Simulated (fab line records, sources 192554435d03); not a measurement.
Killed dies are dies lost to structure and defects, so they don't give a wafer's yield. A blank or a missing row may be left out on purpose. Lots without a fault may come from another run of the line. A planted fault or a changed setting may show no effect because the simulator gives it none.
fab line records | flow n5_finfet
record lots=6 wafers=18 last_day=16
route steps=1938 shown HKMG_FIN@437 BEOL_M4@1111 PASSIVATION@1936
lots that met no fault: from a run of the same line without faults
start_h: hours from the record's first day to the start of the lot's first wafer shown | wait_h: hours since the lot's step before | " the same as in the row above | L1.1+2: a row that stands for several wafers | - no value, or no start given | * or withheld: withheld | < > ~ a bound
route shown NAME@n: a module of which the file shows steps, and the number in the route of the first | usual: mean/standard deviation of fault-free wafers | same: alike in all rows | chamber/n: place in a boat | sites: the reading at each site | _std_site: their standard deviation | _edge_site: outer sites' mean less inner sites' | radius_mm: how far each site lies from the wafer's centre | mask NAME#n: copy n | behind: the tool/chamber that last shaped the wafer | hold: why the lot was held/for how many hours/how that ended | device: the transistor (n, p or np) that didn't switch | end of line: the same wafers' tests at the end of the route | a step without rows: its recipe alone | killed: dies lost to structure and defects at the first sort, not the wafer's yield | map: a wafer's dies, x killed, . not, _ none there
set.NAME: the setting as run; set.NAME@STEP: as run at that earlier step | model.NAME: the simulator's own value behind a step, which no gauge read
lots at some steps of the route; a table a step, a row a wafer
services: from which hour (start_h, from the record's first day; less than 0 if before it) a tool's chamber was out of use, for how many hours, and why
## steps
# step N5_HKMG_FIN_STRIP_34
# recipe chemistry=CF4 resist=SiARC power_w=300 bias_power_w=75 pressure_mtorr=50 cf4_flow_sccm=150 rf_frequency_hz=6e+07
# usual bias_power_w=74.99/0.21 drypump_motor_current_A=5.7/0.51 oes_product_au=0.81/0.076 rf_vpp_V=271.2/1.6 showerhead_plenum_p_Torr=1.80/0.061 throttle_valve_pct=13.57/0.22
# columns lot.wafer tool chamber start_h wait_h bias_power_w drypump_motor_current_A oes_product_au rf_hours_counter_h rf_vpp_V showerhead_plenum_p_Torr throttle_valve_pct
L190.1 rie_diel-02 3 85.36 0.0 75.40 4.7 0.87 34 270.2 1.76 13.58
L190.5 " 1 " " 74.85 5.6 0.88 - 271.7 1.85 13.29
L190.6 " 2 " " 75.20 5.7 0.85 - 273.4 1.88 13.28
L194.1 rie_diel-01 0 104.99 0.0 75.33 6.1 0.73 194 270.5 1.73 13.85
L194.4 " 2 " " 75.06 6.4 0.70 227 270.4 1.78 13.84
L194.6 " 0 " " 75.32 6.1 0.73 - 269.6 1.73 13.85
L198.2 rie_diel-06 3 137.93 0.0 74.68 5.1 0.87 37 272.3 1.88 13.36
L198.3 " 1 " " 74.95 6.6 0.81 94 270.0 1.74 13.60
L198.4 " 2 " " 75.26 5.5 0.90 18 273.8 1.88 13.42
L204.1 rie_diel-01 0 170.05 0.0 74.65 6.1 0.71 224 269.9 1.72 13.93
L204.2 " 3 " " 74.85 5.7 0.85 36 269.9 1.75 13.49
L204.3 " 1 " " 74.91 5.3 0.69 214 270.6 1.79 13.85
L205.1 rie_diel-01 0 173.87 0.0 74.69 6.1 0.71 227 270.0 1.72 13.93
L205.2 " 1 " " 75.09 5.3 0.69 217 271.0 1.79 13.84
L205.4 " 3 " " 74.98 5.7 0.85 - 270.9 1.75 13.49
L206.2 rie_diel-06 2 181.42 0.0 74.94 5.4 0.87 35 272.1 1.88 13.47
L206.3 " 3 " " 75.03 5.1 0.84 53 272.9 1.88 13.43
L206.6 " 2 " " 75.04 5.4 0.87 - 272.1 1.88 13.46
# step N5_HKMG_FIN_ETCH_35
# recipe chemistry=N2/H2 target=SOC target_depth_a=2158 ion_energy_ev=65 bias_w=5 source_w=3000 time_s=243.4 pressure_mtorr=30 n2_flow_sccm=200 h2_flow_sccm=200
# step N5_HKMG_FIN_STRIP_92
# recipe chemistry=N2/H2 material=SOC time_s=20 power_w=500 temp_c=40 pressure_mtorr=50 rf_frequency_hz=6e+07 bias_power_w=8 h2_frac=0.5 n2_flow_sccm=300 h2_flow_sccm=300
# usual bias_power_w=8.000/0.024 drypump_motor_current_A=5.7/0.51 oes_product_au=0.82/0.078 rf_vpp_V=54.2/0.93 showerhead_plenum_p_Torr=3.37/0.13 throttle_valve_pct=18.87/0.28
# same time_s=20
# columns lot.wafer tool chamber start_h wait_h bias_power_w drypump_motor_current_A oes_product_au rf_hours_counter_h rf_vpp_V showerhead_plenum_p_Torr throttle_valve_pct
L190.1 rie_diel-02 3 85.53 0.1 8.039 4.8 0.88 34 53.9 3.27 18.63
L190.5 " 1 " " 8.018 5.6 0.91 - 53.9 3.43 18.29
L190.6 " 2 " " 7.991 5.8 0.86 - 53.7 3.57 18.90
L194.1 rie_diel-01 0 105.16 0.1 7.980 6.1 0.75 194 51.9 3.21 19.14
L194.4 " 2 " " 7.965 6.4 0.73 227 53.2 3.31 18.82
L194.6 " 0 " " 7.975 6.1 0.75 - 54.7 3.21 19.16
L198.2 rie_diel-06 3 138.10 0.1 7.969 5.2 0.89 37 54.4 3.53 18.47
L198.3 " 1 " " 7.995 6.7 0.81 94 53.0 3.26 19.21
L198.4 " 2 " " 8.008 5.5 0.93 19 55.5 3.57 18.90
L204.1 rie_diel-01 0 170.21 0.1 8.030 6.2 0.72 224 53.3 3.19 19.18
L204.2 " 3 " " 8.013 5.7 0.85 36 54.9 3.28 18.75
L204.3 " 1 " " 8.003 5.3 0.70 214 54.4 3.34 19.27
L205.1 rie_diel-01 0 174.03 0.1 7.966 6.1 0.72 227 54.1 3.19 19.19
L205.2 " 1 " " 8.011 5.3 0.69 217 55.5 3.33 19.27
L205.4 " 3 " " 8.021 5.8 0.84 - 54.1 3.27 18.76
L206.2 rie_diel-06 2 181.59 0.1 7.982 5.5 0.90 35 56.2 3.56 18.92
L206.3 " 3 " " 8.007 5.1 0.87 53 55.1 3.52 18.51
L206.6 " 2 " " 7.966 5.5 0.89 - 55.0 3.56 18.91
# step N5_HKMG_FIN_WET_ETCH_18
# recipe chemistry=SC1 target=TiN mix=1:1:5 temp_c=* time_s=55 target_depth_nm=5.2 dry=ipa_marangoni rinse_time_s=30 rinse_temp_c=23
# step N5_HKMG_FIN_STRIP_19
# recipe chemistry=N2/H2 power_w=2500 temp_c=300 h2_frac=0.65 time_s=360 pressure_mtorr=withheld n2_flow_sccm=1750 h2_flow_sccm=3250
# usual drypump_motor_current_A=5.6/0.5 heater_power_w=430/14
# same time_s=360
# columns lot.wafer tool chamber start_h wait_h drypump_motor_current_A heater_power_w rf_hours_counter_h
L190.1 plasma_asher-01 1 85.71 0.0 5.6 433 41
L190.5 " 1 " " 5.5 428 -
L190.6 " 0 " " 5.0 448 -
L194.1 plasma_asher-02 0 105.31 0.0 6.3 418 93
L194.4 " 0 " " 6.4 427 -
L194.6 " 1 " " 5.5 419 -
L198.2 plasma_asher-01 1 138.24 0.0 5.5 423 51
L198.3 " 1 " " 5.6 431 -
L198.4 " 0 " " 5.0 447 -
L204.1 plasma_asher-01 1 170.36 0.0 5.6 422 57
L204.2 " 0 " " 5.0 455 57
L204.3 " 0 " " 4.9 453 -
L205.1 plasma_asher-01 1 174.18 0.0 5.5 425 58
L205.2 " 0 " " 5.0 451 58
L205.4 " 1 " " 5.6 426 -
L206.2 plasma_asher-02 1 181.73 0.0 5.4 411 109
L206.3 " 1 " " 5.5 412 -
L206.6 " 0 " " 6.4 430 -
# step N5_HKMG_FIN_ALD_91
# recipe material=TiN target_thk_a=10 temp_c=400 ald_precursor_family=TiCl4 ald_co_reactant=NH3 pulse_time_s=1 purge_time_s=3 co_reactant_purge_time_s=2 co_reactant_pulse_time_s=2 ald_cycles=47 pressure_torr=3
# step N5_HKMG_FIN_COAT_85
# recipe resist=SOC temp_c=250 time_s=60 spin_rpm=1500 resist_thk_nm=300
# step N5_HKMG_FIN_ETCH_86
# recipe chemistry=N2/H2 target=SOC target_depth_a=3932 stop_on=TiN ion_energy_ev=100 bias_w=61 pressure_mtorr=30 source_w=850 n2_flow_sccm=200 h2_flow_sccm=200
# usual bias_w=60.99/0.18 drypump_motor_current_A=5.6/0.51 oes_product_au=0.83/0.068 rf_vpp_V=241.1/1.5 showerhead_plenum_p_Torr=2.58/0.11 throttle_valve_pct=17.73/0.19
# columns lot.wafer tool chamber start_h wait_h bias_w drypump_motor_current_A oes_product_au rf_hours_counter_h rf_vpp_V showerhead_plenum_p_Torr throttle_valve_pct
L190.1 rie_diel-02 2 86.54 - 61.10 5.8 0.85 43 240.5 2.71 17.67
L190.5 " 2 " " 60.99 5.8 0.85 - 241.1 2.71 17.66
L190.6 " 1 " " 61.00 5.6 0.89 - 241.6 2.60 17.41
L194.1 rie_diel-01 2 106.51 - 61.23 6.4 0.70 228 239.6 2.50 17.83
L194.4 " 3 " " 60.98 5.7 0.92 6 240.2 2.49 17.67
L194.6 " 1 " " 61.04 5.3 0.71 - 240.7 2.54 17.95
L198.2 rie_diel-06 2 138.97 - 60.73 5.4 0.91 19 242.2 2.71 17.80
L198.3 " 3 " " 60.82 5.1 0.88 37 242.5 2.67 17.54
L198.4 " 0 " " 60.71 5.3 0.93 5 243.4 2.72 17.70
L204.1 rie_diel-01 3 171.22 - 61.13 5.7 0.85 37 240.6 2.48 17.73
L204.2 " 0 " " 61.10 6.1 0.71 225 238.6 2.41 18.03
L204.3 " 1 " " 60.80 5.3 0.69 215 241.1 2.52 18.00
L205.1 rie_diel-06 1 174.94 - 60.79 6.7 0.80 107 239.2 2.46 17.94
L205.2 " 0 " " 60.88 5.3 0.89 19 242.6 2.71 17.72
L205.4 " 3 " " 61.20 5.2 0.85 51 242.0 2.67 17.56
L206.2 rie_diel-06 3 182.46 - 60.87 5.2 0.85 54 242.5 2.67 17.57
L206.3 " 1 " " 61.07 6.7 0.80 110 240.6 2.46 17.97
L206.6 " 1 " " 61.05 6.7 0.79 - 240.0 2.46 17.97
# step N5_HKMG_FIN_STRIP_89
# recipe chemistry=N2/H2 material=SOC time_s=20 power_w=500 temp_c=40 pressure_mtorr=50 rf_frequency_hz=6e+07 bias_power_w=8 h2_frac=0.5 n2_flow_sccm=300 h2_flow_sccm=300
# usual bias_power_w=8.001/0.022 drypump_motor_current_A=5.6/0.51 oes_product_au=0.84/0.07 rf_vpp_V=54.3/0.81 showerhead_plenum_p_Torr=3.40/0.13 throttle_valve_pct=18.81/0.29
# same time_s=20
# columns lot.wafer tool chamber start_h wait_h bias_power_w drypump_motor_current_A oes_product_au rf_hours_counter_h rf_vpp_V showerhead_plenum_p_Torr throttle_valve_pct
L190.1 rie_diel-02 2 86.60 0.0 8.027 5.8 0.87 43 54.4 3.57 18.89
L190.5 " 2 " " 8.039 5.8 0.86 - 55.4 3.57 18.91
L190.6 " 1 " " 8.003 5.6 0.91 - 54.0 3.43 18.30
L194.1 rie_diel-01 2 106.57 0.0 7.996 6.4 0.72 228 54.4 3.30 18.80
L194.4 " 3 " " 7.990 5.7 0.93 6 55.6 3.29 18.71
L194.6 " 1 " " 8.014 5.3 0.72 - 52.5 3.35 19.21
L198.2 rie_diel-06 2 139.03 0.0 8.016 5.4 0.93 19 52.9 3.57 18.90
L198.3 " 3 " " 7.985 5.2 0.88 37 53.8 3.52 18.47
L198.4 " 0 " " 7.995 5.3 0.94 6 55.1 3.58 18.67
L204.1 rie_diel-01 3 171.28 0.0 7.997 5.7 0.85 37 54.9 3.27 18.75
L204.2 " 0 " " 7.991 6.1 0.72 226 53.8 3.19 19.18
L204.3 " 1 " " 7.983 5.3 0.69 215 55.0 3.34 19.26
L205.1 rie_diel-06 1 175.00 0.0 7.964 6.6 0.79 108 53.7 3.25 19.23
L205.2 " 0 " " 8.008 5.3 0.90 19 53.2 3.58 18.72
L205.4 " 3 " " 7.945 5.1 0.87 51 55.0 3.52 18.48
L206.2 rie_diel-06 3 182.52 0.0 8.002 5.2 0.86 54 54.5 3.52 18.50
L206.3 " 1 " " 8.020 6.7 0.79 110 53.4 3.25 19.22
L206.6 " 1 " " 8.002 6.7 0.79 - 56.1 3.25 19.23
# step N5_HKMG_FIN_WET_ETCH_87
# recipe chemistry=SC1 target=TiN mix=1:2:40 temp_c=50 time_s=154.2 target_depth_nm=4.7 dry=ipa_marangoni rinse_time_s=30 rinse_temp_c=23
# step N5_HKMG_FIN_STRIP_88
# recipe chemistry=N2/H2 power_w=2500 temp_c=300 h2_frac=0.65 time_s=360 pressure_mtorr=withheld n2_flow_sccm=1750 h2_flow_sccm=3250
# step N5_HKMG_FIN_NWFM_ALD_20
# recipe material=TiAlC target_thk_a=20 temp_c=300 ald_precursor_family=TiCl4 ald_co_reactant=TEA pulse_time_s=3 purge_time_s=2 co_reactant_purge_time_s=2 co_reactant_pulse_time_s=10 ald_cycles=7 pressure_torr=3
# step N5_HKMG_FIN_ALD_71
# recipe material=TiN target_thk_a=10 temp_c=400 ald_precursor_family=TiCl4 ald_co_reactant=NH3 pulse_time_s=1 purge_time_s=3 co_reactant_purge_time_s=2 co_reactant_pulse_time_s=2 ald_cycles=47 pressure_torr=3
# usual ald_cycles=47/0 heater_power_w=906/100 precursor_pulse_height_rel=1.001/0.018 susceptor_temp_C=400.02/0.23
# columns lot.wafer tool chamber start_h wait_h ald_cycles heater_power_w precursor_pulse_height_rel since_wet_clean_h susceptor_temp_C
L190.1 ald_metal-04 2 87.27 0.0 47 1088 1.033 4366 399.98
L190.5 " 2 " " 47 1092 1.019 - 400.26
L190.6 " 3 " " 47 845 0.998 - 399.89
L194.1 ald_metal-01 2 107.26 0.0 47 955 0.992 2847 400.31
L194.4 " 3 " " 47 895 0.988 2847 399.54
L194.6 " 3 " " 47 891 1.016 - 399.76
L198.2 ald_metal-01 3 139.70 0.0 47 904 1.032 2880 400.40
L198.3 " 1 " " 47 804 1.013 2880 400.36
L198.4 " 2 " " 47 946 0.996 2880 399.76
L204.1 ald_metal-04 2 171.95 0.0 51 1063 0.991 4450 399.85
L204.2 " 1 " " 51 776 0.987 4450 400.20
L204.3 " 3 " " 47 845 1.007 4450 400.15
L205.1 ald_metal-04 0 175.67 0.0 51 1052 0.992 4454 399.72
L205.2 " 1 " " 51 783 1.013 4454 399.90
L205.4 " 2 " " 47 1069 1.025 4454 400.02
L206.2 ald_metal-01 3 183.20 0.0 47 909 0.983 2923 400.34
L206.3 " 2 " " 47 945 0.983 2923 400.41
L206.6 " 3 " " 47 884 1.006 - 400.35
# step N5_HKMG_FIN_COAT_66
# recipe resist=SOC temp_c=250 time_s=60 spin_rpm=1500 resist_thk_nm=300
# step N5_BEOL_M4_RC_MEAS_101
# usual DIBL_N=36.1/1.5 DIBL_P=36.1/1.9 IOFF_N=0.159/0.029 IOFF_P=0.21/0.038 ION_N=675/11 ION_P=464/8.1 SS_N=71.5/0.57 SS_P=73.3/0.64 VT_N=249/3.1 VT_P=-250/3.8
# columns lot.wafer tool chamber start_h wait_h DIBL_N[mV/V] DIBL_P[mV/V] IOFF_N[nA/um] IOFF_P[nA/um] ION_N[uA/um] ION_P[uA/um] SS_N[mV/dec] SS_P[mV/dec] VT_N[mV] VT_P[mV]
L190.1 prober-01 0 174.19 0.0 35.8 35.8 0.143 0.20 676 465 71.2 73.3 251 -251
L190.5 " 0 " " 37.5 36.9 0.170 0.21 684 459 71.5 73.2 248 -253
L190.6 " 0 " " 38.0 36.7 0.179 0.21 668 460 72.0 73.5 248 -250
L194.1 prober-01 0 194.50 0.0 34.2 33.8 0.128 0.17 677 464 70.9 72.9 250 -252
L194.4 " 0 " " 33.7 32.9 0.117 0.17 657 451 71.3 72.1 254 -253
L194.6 " 0 " " 34.5 35.0 0.151 0.21 686 471 71.1 73.0 251 -249
L198.2 prober-02 0 221.04 0.2 36.2 35.2 0.136 0.21 667 465 71.3 73.1 251 -249
L198.3 " 0 " " 38.5 38.5 0.194 0.27 688 475 72.3 74.2 245 -245
L198.4 " 0 " " 38.9 38.6 0.195 0.27 682 472 71.8 74.2 244 -243
L204.1 prober-01 0 255.01 0.0 36.6 35.9 0.173 0.20 679 454 71.3 73.2 246 -255
L204.2 " 0 " " 34.8 34.1 0.155 0.18 680 462 70.5 73.4 250 -252
L204.3 " 0 " " 37.9 37.3 0.196 0.24 688 465 71.3 73.2 249 -250
L205.1 prober-01 0 266.33 0.0 34.7 34.6 0.138 0.19 670 460 70.5 72.9 249 -252
L205.2 " 0 " " 37.2 38.2 0.189 0.26 680 470 71.8 73.7 245 -247
L205.4 " 0 " " 34.4 33.9 0.128 0.19 657 456 70.9 73.0 254 -251
L206.2 prober-01 0 269.68 0.2 38.5 38.9 0.187 0.21 665 456 72.4 73.6 249 -254
L206.3 " 0 " " 36.2 37.3 0.151 0.18 662 446 71.6 72.8 254 -256
L206.6 " 0 " " 37.5 38.5 0.180 0.20 678 460 72.7 73.3 248 -253
# step N5_PASSIVATION_PROBE_49
# usual defect_limited_yield=91.5/1.6 killed_at_M0_to_M3=33/10 killed_at_M4_up=13/5.6 killed_at_contacts=13/6 killed_at_front_end=39/12 killed_at_other=3.0/2.8 killed_dies=101/19 killed_open=65/13 killed_short=32/8.3 sort_bin_5_function=5.0/1 sort_bin_6_memory=3.1/0.69 sort_n_pass=1079/19 sort_yield_pct=91.5/1.6
# same gross_dies=1180 killed_at_back_side=0 sort_bin_4_leakage[%]=0 sort_bin_8_speed[%]=0
# columns lot.wafer tool chamber start_h wait_h defect_limited_yield[%] killed_at_M0_to_M3 killed_at_M4_up killed_at_contacts killed_at_front_end killed_at_other killed_dies killed_open killed_short sort_bin_5_function[%] sort_bin_6_memory[%] sort_n_pass sort_yield_pct[%]
L190.1 prober-01 - 273.69 0.4 91.5 22 13 11 53 1 100 76 22 4.8 3.2 1080 91.5
L190.5 prober-01 - 273.89 0.6 89.4 53 27 3 42 0 125 76 43 6.3 3.9 1055 89.4
L190.6 prober-01 - 273.94 0.6 89.2 50 22 8 47 1 128 79 47 6.6 3.9 1052 89.2
L194.1 prober-01 - 308.30 0.0 92.6 38 12 12 22 3 87 59 26 3.8 3.3 1093 92.6
L194.4 prober-01 - 308.45 0.2 86.4 47 21 23 68 1 160 110 43 8.3 4.8 1020 86.4
L194.6 prober-01 - 308.55 0.3 91.4 35 22 11 30 4 102 72 28 5.3 3.2 1078 91.4
L198.3 prober-02 - 323.71 0.1 91.3 29 21 19 33 1 103 70 30 6.3 2.0 1077 91.3
L198.4 prober-02 - 323.76 0.2 89.2 47 5 25 46 4 127 80 40 6.5 3.1 1053 89.2
# killed by level:class
L190.1 STI_FIN_REVEAL:geometric_particle:open=31 MOL_CONTACT_COAG:geometric_particle:open=11 DUMMY_GATE:geometric_particle:open=9 BEOL_M1:geometric_particle:open=5 BEOL_M4:geometric_particle:open=5 BEOL_M0_SAQP:geometric_particle:open=4 FIN_SAQP:geometric_particle:short=3 STI_FIN_REVEAL:geometric_particle:short=3
L190.5 DUMMY_GATE:geometric_particle:open=16 BEOL_M4:geometric_particle:short=11 BEOL_M0_SAQP:geometric_particle:open=10 BEOL_M2:geometric_particle:open=10 BEOL_M0_SAQP:geometric_particle:short=9 BEOL_M2:geometric_particle:short=7 BEOL_M3:geometric_particle:open=6 STI_FIN_REVEAL:geometric_particle:open=5
L190.6 BEOL_M4:geometric_particle:open=15 STI_FIN_REVEAL:geometric_particle:open=14 FIN_SAQP:geometric_particle:short=10 FIN_SAQP:geometric_particle:open=8 BEOL_M0_SAQP:geometric_particle:open=8 BEOL_M3:geometric_particle:short=8 MOL_CONTACT_COAG:geometric_particle:open=7 BEOL_M0_SAQP:geometric_particle:short=7
L194.1 BEOL_M2:geometric_particle:open=12 BEOL_M1:geometric_particle:open=8 MOL_CONTACT_COAG:geometric_particle:open=8 BEOL_M3:geometric_particle:open=6 FIN_SAQP:geometric_particle:open=5 BEOL_M3:geometric_particle:short=5 ILD0:geometric_particle:open=4 MOL_CONTACT_COAG:geometric_particle:short=4
L194.4 FIN_SAQP:geometric_particle:open=19 MOL_CONTACT_COAG:geometric_particle:open=13 BEOL_M4:geometric_particle:open=10 STI_FIN_REVEAL:geometric_particle:open=9 MOL_CONTACT_COAG:geometric_particle:short=9 BEOL_M0_SAQP:geometric_particle:open=9 DUMMY_GATE:geometric_particle:open=8 BEOL_M0_SAQP:geometric_particle:short=8
L194.6 MOL_CONTACT_COAG:geometric_particle:open=11 FIN_SAQP:geometric_particle:open=10 BEOL_M2:geometric_particle:open=8 BEOL_M4:geometric_particle:open=7 FIN_SAQP:geometric_particle:short=6 BEOL_M1:geometric_particle:open=6 BEOL_M0_SAQP:geometric_particle:open=6 BEOL_M3:geometric_particle:open=5
L198.3 BEOL_M4:geometric_particle:open=15 MOL_CONTACT_COAG:geometric_particle:open=15 BEOL_M0_SAQP:geometric_particle:open=11 FIN_SAQP:geometric_particle:short=9 STI_FIN_REVEAL:geometric_particle:open=7 BEOL_M0_SAQP:geometric_particle:short=6 BEOL_M3:geometric_particle:open=6 FIN_SAQP:geometric_particle:open=5
L198.4 MOL_CONTACT_COAG:geometric_particle:open=23 BEOL_M0_SAQP:geometric_particle:open=10 FIN_SAQP:geometric_particle:short=9 BEOL_M3:geometric_particle:open=9 BEOL_M0_SAQP:geometric_particle:short=7 GATE_CUT:geometric_particle:short=6 STARTING-WAFER:geometric_particle:open=6 HKMG_FIN:area_etch=6
## services
# columns tool chamber start_h hours kind
rie_diel-01 - 68.27 2.8 pm
rie_diel-02 1 68.50 2.2 repair
rie_diel-06 0 68.51 6.8 repair
rie_diel-01 3 73.94 - clean
rie_diel-01 3 73.94 - consumable_replace:focus_ring
rie_diel-01 3 73.94 15.8 scheduled_down
rie_diel-01 3 73.94 15.8 vent_cycle
rie_diel-06 2 83.58 4.7 repair
rie_diel-02 2 92.12 3.4 repair
rie_diel-06 - 104.51 28.1 pm
plasma_asher-02 - 134.73 1.1 repair
rie_diel-02 0 145.20 4.2 repair
ald_metal-04 - 151.26 1.4 repair
ald_metal-04 - 155.08 0.4 repair
rie_diel-01 2 155.86 - clean
rie_diel-01 2 155.86 - consumable_replace:focus_ring
rie_diel-01 2 155.86 24.8 scheduled_down
rie_diel-01 2 155.86 24.8 vent_cycle
ald_metal-04 0 161.23 1.7 repair
## key
first_sign step=N5_HKMG_FIN_ALD_71 reading=ald_cycles direction=up sigmas=99+ usual=* struck=*
effect none on later readings
met_at N5_HKMG_FIN_ALD_71
struck_wafers L204.1,L204.2,L205.1,L205.2
baseline_loss step=N5_HKMG_FIN_ETCH_86 wafers=L205.2
onset_between 87.27 171.95
fault kind=process_parameter_drift tool=ald_metal-04 chamber=- onset_h=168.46 steps=N5_HKMG_FIN_ALD_71 channel=ald_cycles offset=* shape=step end_h=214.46 scope=struck_wafers_only acts_in=* stated=*
# baseline_loss: these wafers lose ten dies or more at that step, a loss of the line's own and not of a fault; the sort's usual values leave them out
